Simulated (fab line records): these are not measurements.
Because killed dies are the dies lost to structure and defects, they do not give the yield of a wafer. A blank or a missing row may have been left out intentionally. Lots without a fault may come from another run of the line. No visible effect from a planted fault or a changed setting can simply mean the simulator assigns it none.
Matching of chambers + flow nand_harc + 4 sister chambers for NHARC_P_GATE_ALD_36 on ald_sin-02
The step deposits SiNx, target thk 20 nm, pulse time 60 s, ald cycles 223. 16 wafers are shown with their chamber, then 8 later ones without.

## EACH WAFER AND ITS CHAMBER
| wafer  | chamber | heater_power_w (W) | precursor_pulse_height_rel |
|--------|---------|--------------------|----------------------------|
| L075.4 | 2       | 713                | 0.985                      |
| L075.6 | 3       | 844                | 1.033                      |
| L075.5 | 0       | 965                | 1.019                      |
| L078.4 | 0       | 888                | 0.996                      |
| L078.5 | 0       | 871                | 1.039                      |
| L078.6 | 1       | 869                | 0.998                      |
| L081.3 | 1       | 887                | 0.998                      |
| L081.2 | 2       | 768                | 0.999                      |
| L081.6 | 2       | 763                | 1.023                      |
| L084.3 | 2       | 754                | 0.998                      |
| L084.2 | 3       | 856                | 1.007                      |
| L084.4 | 1       | 882                | 1.020                      |
| L086.1 | 3       | 839                | 0.993                      |
| L086.5 | 0       | 873                | 1.012                      |
| L086.6 | 1       | 892                | 1.007                      |
| L088.3 | 1       | 899                | 0.990                      |

SIGNATURES (means of the wafers above)
| reading                    | chamber 0 | chamber 1 | chamber 2 | chamber 3 | scatter within a chamber |
|----------------------------|-----------|-----------|-----------|-----------|--------------------------|
| heater_power_w             | 899.25    | 885.80    | 749.50    | 846.33    | 26.6                     |
| precursor_pulse_height_rel | 1.01650   | 1.00260   | 1.00125   | 1.01100   | 0.016                    |
Rule: for each reading, subtract the chamber's mean from the wafer's reading, divide by that reading's scatter and square the result; add these up over the readings and take the root, which gives the wafer's distance from the chamber. The wafer belongs to the nearest chamber; if the next one is less than 2 further off, it can't be placed. How the scatter is found: for the shown wafers, subtract from each reading the mean of its chamber, square and add these, divide the total by (wafers less chambers), then take the root.

## WAFERS MISSING THEIR CHAMBER
| wafer  | heater_power_w (W) | precursor_pulse_height_rel |
|--------|--------------------|----------------------------|
| L088.5 | 847                | 0.974                      |
| L088.6 | 746                | 0.982                      |
| L092.1 | 849                | 1.006                      |
| L092.3 | 891                | 0.987                      |
| L092.2 | 923                | 0.980                      |
| L095.4 | 969                | 0.972                      |
| L095.2 | 884                | 0.988                      |
| L095.6 | 969                | 1.006                      |

## CHAMBER TAKEN BY EACH
| wafer  | from the rows above               | in truth |
|--------|-----------------------------------|----------|
| L088.5 | can't be placed: 1 or 3 or 0 or 2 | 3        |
| L088.6 | 2                                 | 2        |
| L092.1 | can't be placed: 3 or 1 or 0      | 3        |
| L092.3 | can't be placed: 1 or 0 or 3      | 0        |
| L092.2 | can't be placed: 1 or 0 or 3      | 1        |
| L095.4 | can't be placed: 1 or 0 or 3      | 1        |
| L095.2 | can't be placed: 1 or 0 or 3      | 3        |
| L095.6 | can't be placed: 0 or 1 or 3      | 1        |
Placed correctly: 1 of 8. Can't be placed from these rows: 7 (the true chamber is among the candidates in 7). Wrongly placed: 0.
